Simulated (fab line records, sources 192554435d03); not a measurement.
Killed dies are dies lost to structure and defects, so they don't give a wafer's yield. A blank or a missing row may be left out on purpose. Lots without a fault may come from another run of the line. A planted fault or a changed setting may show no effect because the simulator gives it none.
A struck lot beside a sound one | flow n5_finfet | 14 steps out of a route of 1938
Sound: wafers L948.2, L948.3, L948.4. Struck: wafer L938.1. (L938.5 of the same lot was not struck and is left out.) The cause comes at the end.
At each step with rows: each side's tool, then ch and its chambers, then its first start. Under that, the readings that differ: sound wafers | struck wafers | difference of the means | sigmas: that difference in standard deviations of wafers without a fault.
alike: readings whose means differ by less than 2 such deviations, and words and numbers that are the same on both sides. not compared: withheld readings, readings that some wafer has no value for, bounds like >300 that may hide the same value, and numbers for which the record gives no deviation and whose values overlap.
The two part at a step that has a row with sigmas, a row that says differs or no value, or rows on one side only. Numbers that don't overlap but have no deviation are shown without sigmas and don't part them. A reading that every wafer of one side lacks parts them only if that side has two wafers or more.

N5_BEOL_M5_STRIP_91: strips in N2/H2, time 10 s.
  sound on rie_diel-05 ch 1,2,3; struck on rie_diel-04 ch 0
  reading                | sound          | struck | difference | sigmas
  rf_hours_counter_h (h) | 70 210 112     | 66     | -65        |
  rf_vpp_V (V)           | 59.9 58.4 58.8 | 57.0   | -2.0       | -2
  alike: bias_power_w, drypump_motor_current_A, oes_product_au, showerhead_plenum_p_Torr, throttle_valve_pct
N5_BEOL_M5_OCD_MEAS_38:
  sound on ocd-01, day 11 18:51; struck on ocd-02, day 9 06:57
  alike: trench_depth_nm
then, 4 steps without rows for these wafers: N5_BEOL_M5_HM_STRIP_39 (strips TiN in peroxide tin strip, target depth 25 nm, time 158 s); N5_BEOL_M5_SRD_40 (time 30 s); N5_BEOL_M5_PRECLEAN_42 (cleans in residue remover, time 60 s); N5_BEOL_M5_SRD_43 (time 30 s).
N5_BEOL_M5_CD_MEAS_35: target cd 28 nm, target cd y 24 nm.
  sound on cd_sem-03, day 11 19:01; struck on cd_sem-02, day 9 07:07
  alike: cd_nm
N5_BEOL_M5_CURE_80: cures SiCOH lowk, time 120 s.
  sound on uv_cure-01 ch 1, day 11 19:06; struck on uv_cure-03 ch 1, day 9 07:10
  alike: lamp_power_pct, wafer_temp_C_max
then, 1 step without rows for these wafers: N5_BEOL_M5_DEGAS_44 (time 60 s).
N5_BEOL_M5_PRE_CLEAN_45: time 30 s.
  sound on pvd_sputter-01, day 11 19:25; struck on pvd_sputter-01, day 9 07:53
  alike: heater_power_w
N5_BEOL_M5_ALD_86: deposits TaN, pulse time 2 s, purge time 3 s, co reactant purge time 2 s.
  sound on ald_metal-04 ch 0,1,2, day 11 19:29; struck on ald_metal-02 ch 1, day 9 08:11
  reading               | sound          | struck | difference | sigmas
  since_wet_clean_h (h) | 1461 1461 1461 | 4478   | +3017      |
  alike: heater_power_w, mfc_carrier_sccm
N5_BEOL_M5_SURFACE_TREAT_87:
  sound on pvd_sputter-03, day 11 19:45; struck on pvd_sputter-01, day 9 09:53
  not compared: pressure_mtorr, throttle_valve_pct
N5_BEOL_M5_CVD_47: deposits Co from CCTBA/H2, target thk 3 nm, time 216 s.
  sound on cvd_co-01 ch 1,2, day 11 19:49; struck on cvd_co-02 ch 2, day 9 09:58
  reading          | sound             | struck | difference | sigmas
  run_length_s (s) | 239.7 238.7 239.8 | 386.0  | +146.6     | +99 or more
  not compared: since_wet_clean_h
then, 1 step without rows for these wafers: N5_BEOL_M5_SPUTTER_48 (material Cu, target thk 15 nm, time 27.62 s).

WHERE THEY PART
First at N5_BEOL_M5_STRIP_91; last, within this record, at N5_BEOL_M5_CVD_47.

WHY: what the simulator had put in
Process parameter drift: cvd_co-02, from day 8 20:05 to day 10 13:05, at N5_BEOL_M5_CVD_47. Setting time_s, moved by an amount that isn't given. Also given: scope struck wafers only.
